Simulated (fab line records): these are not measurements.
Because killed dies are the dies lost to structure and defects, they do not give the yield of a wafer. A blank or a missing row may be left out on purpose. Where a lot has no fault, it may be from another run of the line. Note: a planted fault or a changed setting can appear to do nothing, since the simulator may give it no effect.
Matching of chambers -- flow n5Finfet -- rieDiel-06 running N5_BEOL_M0_ETCH_109: 4 sister chambers
The step etches SiCN in CH3F/O2, target depth 8 nm, overetch 2.4 nm, time 27.4 s. 7 wafers are shown with their chamber, then 7 later ones without.

== WAFERS WITH THEIR CHAMBER ==
wafer,chamber,throttleValvePct (%),drypumpMotorCurrentA (A)
L078.1,0,16.00,5.9
L081.3,1,16.68,5.6
L081.6,2,16.28,5.5
L085.2,2,16.26,5.5
L085.6,3,16.79,5.1
L088.1,3,16.81,5.1
L088.4,1,16.70,5.7

== WAFERS WITHOUT THEIR CHAMBER ==
wafer,throttleValvePct (%),drypumpMotorCurrentA (A)
L088.5,16.80,5.1
L089.1,16.72,5.7
L089.4,16.03,5.9
L089.6,16.05,5.9
L095.1,16.33,5.5
L095.3,16.07,5.9
L095.6,16.32,5.5

== EACH ONE'S CHAMBER ==
wafer,from the rows above,in truth
L088.5,3,3
L089.1,1,1
L089.4,0,0
L089.6,0,0
L095.1,2,2
L095.3,0,0
L095.6,2,2
Correctly placed: 7 of 7. Not placeable from these rows: 0. Placed wrongly: 0.
How it was worked out, from the rows above alone: a wafer's distance from a chamber is the root of the sum, over the readings, of the square of ((its reading less the chamber's mean) divided by the reading's scatter). The wafer belongs to the nearest chamber; if the next one is less than 2 further off, it can't be placed. Each chamber's mean is taken over the wafers shown for it. The scatter: the root of (the sum of the squares of (reading less its chamber's mean) over the shown wafers, divided by (wafers less chambers)).
